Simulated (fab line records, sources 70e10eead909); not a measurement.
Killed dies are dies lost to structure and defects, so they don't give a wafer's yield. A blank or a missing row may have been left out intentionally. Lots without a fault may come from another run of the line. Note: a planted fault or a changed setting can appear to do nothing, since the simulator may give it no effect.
Chamber matching || flow nand_harc || rie_diel-03 running NHARC_A_STAIRCASE_ETCH_444: 4 sister chambers
The step etches the open film in C4F8/O2, target depth 20400 nm, time 6800 s. 7 wafers are shown with their chamber, then 8 later ones without.

## WAFERS WITH THEIR CHAMBER
{"wafer": "L659.1", "chamber": 3, "rf_vpp_V (V)": 805, "oes_product_au (a.u.)": 0.924}
{"wafer": "L664.2", "chamber": 2, "rf_vpp_V (V)": 806, "oes_product_au (a.u.)": 0.939}
{"wafer": "L665.5", "chamber": 1, "rf_vpp_V (V)": 816, "oes_product_au (a.u.)": 0.969}
{"wafer": "L667.1", "chamber": 1, "rf_vpp_V (V)": 815, "oes_product_au (a.u.)": 0.973}
{"wafer": "L667.4", "chamber": 0, "rf_vpp_V (V)": 807, "oes_product_au (a.u.)": 0.967}
{"wafer": "L667.5", "chamber": 2, "rf_vpp_V (V)": 805, "oes_product_au (a.u.)": 0.968}
{"wafer": "L672.1", "chamber": 0, "rf_vpp_V (V)": 808, "oes_product_au (a.u.)": 0.902}

## WAFERS WHOSE CHAMBER IS MISSING
{"wafer": "L672.6", "rf_vpp_V (V)": 817, "oes_product_au (a.u.)": 0.908}
{"wafer": "L672.4", "rf_vpp_V (V)": 807, "oes_product_au (a.u.)": 0.903}
{"wafer": "L681.2", "rf_vpp_V (V)": 806, "oes_product_au (a.u.)": 0.953}
{"wafer": "L681.4", "rf_vpp_V (V)": 815, "oes_product_au (a.u.)": 0.963}
{"wafer": "L681.5", "rf_vpp_V (V)": 806, "oes_product_au (a.u.)": 0.957}
{"wafer": "L682.1", "rf_vpp_V (V)": 805, "oes_product_au (a.u.)": 0.909}
{"wafer": "L682.3", "rf_vpp_V (V)": 804, "oes_product_au (a.u.)": 0.922}
{"wafer": "L682.4", "rf_vpp_V (V)": 807, "oes_product_au (a.u.)": 0.915}

## CHAMBER TAKEN BY EACH
{"wafer": "L672.6", "from the rows above": 1, "in truth": 1}
{"wafer": "L672.4", "from the rows above": "can't be placed: 0 or 2 or 3", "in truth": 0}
{"wafer": "L681.2", "from the rows above": "can't be placed: 2 or 3 or 0", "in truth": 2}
{"wafer": "L681.4", "from the rows above": 1, "in truth": 1}
{"wafer": "L681.5", "from the rows above": "can't be placed: 2 or 3 or 0", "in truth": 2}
{"wafer": "L682.1", "from the rows above": "can't be placed: 3 or 2", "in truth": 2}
{"wafer": "L682.3", "from the rows above": "can't be placed: 3 or 2", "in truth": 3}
{"wafer": "L682.4", "from the rows above": "can't be placed: 0 or 2 or 3", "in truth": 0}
Correct placement for 2 of the 8. Not placeable from these rows: 6 (in 6, the candidates include the true chamber). 0 placed wrongly.
How it was worked out, from the rows above alone: a wafer's distance from a chamber is the root of the sum, over the readings, of the square of ((its reading less the chamber's mean) divided by the reading's scatter). If the next closest chamber is less than 2 further off than the closest, the wafer can't be placed; otherwise it belongs to the closest. The mean given for a chamber averages the wafers shown for that chamber. The scatter: take each reading less its chamber's mean, square it, sum over the shown wafers, divide by the number of wafers less the number of chambers, and take the root.
